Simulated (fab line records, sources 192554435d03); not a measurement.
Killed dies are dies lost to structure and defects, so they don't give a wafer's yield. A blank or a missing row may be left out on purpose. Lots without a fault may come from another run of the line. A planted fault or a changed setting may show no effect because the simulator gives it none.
Chamber matching | flow n5_finfet | N5_BEOL_M0_PRE_CLEAN_131 on cvd_co-01: 3 sister chambers
The step time 15 s. 6 wafers are shown with their chamber, then 10 later ones without.

WAFERS WITH THEIR CHAMBER
wafer  | chamber | heater_power_w (W) | rf_fwd_power_W (W)
L081.6 | 0       | 88                 | 294.2
L083.1 | 0       | 90                 | 296.4
L083.2 | 1       | 138                | 297.4
L083.3 | 2       | 102                | 296.9
L084.2 | 1       | 133                | 297.2
L084.4 | 2       | 101                | 296.6

WAFERS WITHOUT THEIR CHAMBER
wafer  | heater_power_w (W) | rf_fwd_power_W (W)
L084.5 | 136                | 297.3
L090.2 | 105                | 298.0
L090.5 | 134                | 296.9
L090.6 | 89                 | 296.1
L092.1 | 105                | 296.5
L092.2 | 137                | 297.0
L092.5 | 137                | 296.4
L093.3 | 136                | 296.8
L093.4 | 105                | 297.3
L093.6 | 88                 | 295.0

WHICH CHAMBER EACH WENT THROUGH
wafer  | from the rows above | in truth
L084.5 | 1                   | 1
L090.2 | 2                   | 2
L090.5 | 1                   | 1
L090.6 | 0                   | 0
L092.1 | 2                   | 2
L092.2 | 1                   | 1
L092.5 | 1                   | 1
L093.3 | 1                   | 1
L093.4 | 2                   | 2
L093.6 | 0                   | 0
Placed correctly: 10 of 10. Can't be placed from these rows: 0. Placed wrongly: 0.
How it was worked out, from the rows above alone: a wafer's distance from a chamber is the root of the sum, over the readings, of the square of ((its reading less the chamber's mean) divided by the reading's scatter). The wafer belongs to the nearest chamber; if the next one is less than 2 further off, it can't be placed. A chamber's mean is the mean of its shown wafers. The scatter: the root of (the sum of the squares of (reading less its chamber's mean) over the shown wafers, divided by (wafers less chambers)).
